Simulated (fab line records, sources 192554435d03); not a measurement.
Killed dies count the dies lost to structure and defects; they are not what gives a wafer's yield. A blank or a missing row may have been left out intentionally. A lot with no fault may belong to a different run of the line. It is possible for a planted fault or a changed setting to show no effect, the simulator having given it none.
Matching of chambers | flow n5-finfet | 4 sister chambers for N5_BEOL_M7_ETCH_61 on rie-diel-02
The step etches SiARC in CF4, target depth 45.5 nm, time 75.8 s. 14 wafers are shown with their chamber, then 7 later ones without.

## EACH WAFER AND ITS CHAMBER
wafer  | chamber | showerhead-plenum-p-Torr (Torr) | drypump-motor-current-A (A) | throttle-valve-pct (%)
L081.3 | 1       | 2.17                            | 6.0                         | 15.84
L081.4 | 3       | 2.29                            | 5.7                         | 15.52
L081.6 | 0       | 2.17                            | 5.5                         | 15.79
L086.1 | 2       | 2.22                            | 5.7                         | 15.69
L086.2 | 0       | 2.17                            | 5.6                         | 15.80
L086.3 | 3       | 2.28                            | 5.7                         | 15.54
L087.1 | 2       | 2.21                            | 5.7                         | 15.69
L087.2 | 3       | 2.28                            | 5.7                         | 15.56
L087.5 | 2       | 2.21                            | 5.7                         | 15.67
L089.1 | 1       | 2.16                            | 6.0                         | 15.86
L089.4 | 3       | 2.28                            | 5.7                         | 15.57
L089.6 | 1       | 2.17                            | 6.0                         | 15.87
L092.2 | 2       | 2.21                            | 5.7                         | 15.69
L092.4 | 1       | 2.16                            | 6.0                         | 15.89

SIGNATURES, as means of the wafers listed above
reading                  | chamber 0 | chamber 1 | chamber 2 | chamber 3 | scatter within a chamber
showerhead-plenum-p-Torr | 2.1700    | 2.1650    | 2.2125    | 2.2825    | 0.005
drypump-motor-current-A  | 5.550     | 6.000     | 5.700     | 5.700     | 0.0224
throttle-valve-pct       | 15.7950   | 15.8650   | 15.6850   | 15.5475   | 0.0177
Rule: for a wafer and a chamber, the distance is found by dividing, reading by reading, the gap between the wafer's reading and the chamber's mean by the reading's scatter, squaring, summing and taking the root. The wafer belongs to the nearest chamber; if the next one is less than 2 further off, it can't be placed. The scatter is the square root of a quotient: the sum, over the shown wafers, of each reading's squared deviation from its chamber's mean, divided by wafers minus chambers.

## WAFERS WITH NO CHAMBER GIVEN
wafer  | showerhead-plenum-p-Torr (Torr) | drypump-motor-current-A (A) | throttle-valve-pct (%)
L092.5 | 2.21                            | 5.7                         | 15.68
L093.2 | 2.16                            | 5.6                         | 15.85
L093.4 | 2.28                            | 5.7                         | 15.55
L093.6 | 2.16                            | 5.6                         | 15.83
L097.1 | 2.16                            | 5.5                         | 15.85
L097.3 | 2.16                            | 6.0                         | 15.90
L097.6 | 2.27                            | 5.7                         | 15.60

## EACH ONE'S CHAMBER
wafer  | from the rows above | in truth
L092.5 | 2                   | 2
L093.2 | 0                   | 0
L093.4 | 3                   | 3
L093.6 | 0                   | 0
L097.1 | 0                   | 0
L097.3 | 1                   | 1
L097.6 | 3                   | 3
Placed correctly: 7 of 7. Number that these rows cannot place: 0. 0 placed wrongly.
